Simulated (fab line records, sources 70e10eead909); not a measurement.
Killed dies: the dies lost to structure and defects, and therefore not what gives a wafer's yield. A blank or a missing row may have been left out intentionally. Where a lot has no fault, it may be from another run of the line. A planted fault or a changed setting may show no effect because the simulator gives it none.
Problem report in the 8D (eight disciplines) form, filled by code :: flow nand harc :: the parts of the form that need people (team, actions taken, sign-off) are left out

1. WHAT IS WRONG
A mean of 662 is read at NHARC_END_SORT_01 for killed at array, taken on 1 wafer of 1 lot, against 55 (standard deviation 17) on wafers free of any fault. Relative to the usual mean, that is a shift of +36 standard deviations.
Earliest sighting: wafer L385.3 on prober-01 at day 28 19:03. The record holds 3 wafers of 1 lot with a number at this step. By rule, "out" or "out of limits" means more than 4 standard deviations away from the usual mean. The other wafers with a number count as sound.

2. WHAT THIS IS AND IS NOT
question: which readings at this step
is: killed at array, killed dies
is not: killed at other, killed at periphery, killed open, killed short

question: which lots
is: L385
is not: -

question: which wafers of those lots
is: L385.3
is not: L385.2, L385.5

question: read on which gauges
is: prober-01
is not: -

question: when
is: from day 28 19:03
is not: up to then (1 sound wafer); but 1 sound wafer of L385 came after

3. WHAT RULES OUT EACH SUSPECT
Counting: a tool at a process step up to the reading stays a suspect if it ran every lot that is out. Sound lots after the first of them don't rule it out here, since some wafers of a struck lot are sound.
- the gauge at NHARC_END_SORT_01 has been ruled out. All the wafers that are out were read on prober-01, but those of them that NHARC_A_SGD_CUT_ETCH_59 has rows for are out there too, on other tools.
- rie diel-07 at NHARC_A_STAIRCASE_ETCH_444 (etches the open film in C4F8/O2, target depth 20400 nm, time 6800 s): kept. It ran the lot that is out, L385 (day 22 23:55).
- rie diel-09 at NHARC_A_SGD_CUT_ETCH_59 (etches the open film in N2/H2, target depth 260 nm, time 406.25 s): kept. It ran the lot that is out, L385 (day 23 07:21). Its own readings are out on those wafers: run length s.
- rie diel-09 at NHARC_A_SGD_CUT_STRIP_17 (strips in O2): kept. It ran the lot that is out, L385 (day 23 15:32). Because NHARC_A_SGD_CUT_STRIP_17 lacks a start for some lots, the hours and order of its lots are taken from NHARC_A_SGD_CUT_ETCHBACK_24.
- rie diel-03 at NHARC_A_SGD_CUT_ETCHBACK_24 (etches the open film in CH3F/O2, target depth 50 nm, time 92.857 s): kept. It ran the lot that is out, L385 (day 23 15:32).
- In rie diel-07 at NHARC_A_STAIRCASE_ETCH_444, the wafers that are out were processed in chamber 1 and their sound lot-mates in chambers 0, 2.
- In rie diel-09 at NHARC_A_SGD_CUT_ETCH_59, the wafers that are out were processed in chamber 0 and their sound lot-mates in chambers 2, 3.
- In rie diel-09 at NHARC_A_SGD_CUT_STRIP_17, the wafers that are out were processed in chamber 3 and their sound lot-mates in chambers 1, 2.
- In rie diel-03 at NHARC_A_SGD_CUT_ETCHBACK_24, the wafers that are out were processed in chamber 2 and their sound lot-mates in chambers 1, 3.
Left after counting: rie diel-07 at NHARC_A_STAIRCASE_ETCH_444, rie diel-09 at NHARC_A_SGD_CUT_ETCH_59, rie diel-09 at NHARC_A_SGD_CUT_STRIP_17, rie diel-03 at NHARC_A_SGD_CUT_ETCHBACK_24.

4. THE CAUSE (what the simulator had put in)
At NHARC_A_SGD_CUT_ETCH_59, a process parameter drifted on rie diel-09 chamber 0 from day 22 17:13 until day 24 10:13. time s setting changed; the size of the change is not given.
Counting leaves 4 suspects; this tool is one of them.

5. THE EFFECT CHAIN, in route order
Each row: a reading whose mean over the struck wafers that have a number lies more than 3 standard deviations from the usual. Readings are gone through only where the record gives a usual standard deviation; hours: the median, over the lots, of the time from a lot's start at the first step in this table giving one to that lot's start at this step; sigmas: the change measured in usual standard deviations.
hours: 0
step: NHARC_A_SGD_CUT_ETCH_59
reading: run length s
usual: 427.6 s
on struck wafers: 322.9
change: -104.7
sigmas: -99 or more

hours: 132
step: NHARC_END_SORT_01
reading: killed at array
usual: 55
on struck wafers: 662
change: +607
sigmas: +36

hours: 132
step: NHARC_END_SORT_01
reading: killed dies
usual: 59
on struck wafers: 672
change: +613
sigmas: +34
It contains these process steps:
- NHARC_A_SGD_CUT_ETCH_59: etches the open film in N2/H2, target depth 260 nm, time 406.25 s.

6. WHAT WOULD HAVE CAUGHT IT SOONER
The first out-of-limits reading at a measuring or inspecting step in this record came at day 28 19:03, 146 hours after the fault's start at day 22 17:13.
Tool's own readings at NHARC_A_SGD_CUT_ETCH_59, run length s: out on all struck wafers the step has rows for; an alarm limit on them would have tripped on the first.
The start of NHARC_A_SGD_CUT_ETCH_59 on rie diel-09 came by day 28 19:03 for every one of the lots that are out (1). Had the tool been put on hold then, not one of them would have been saved.
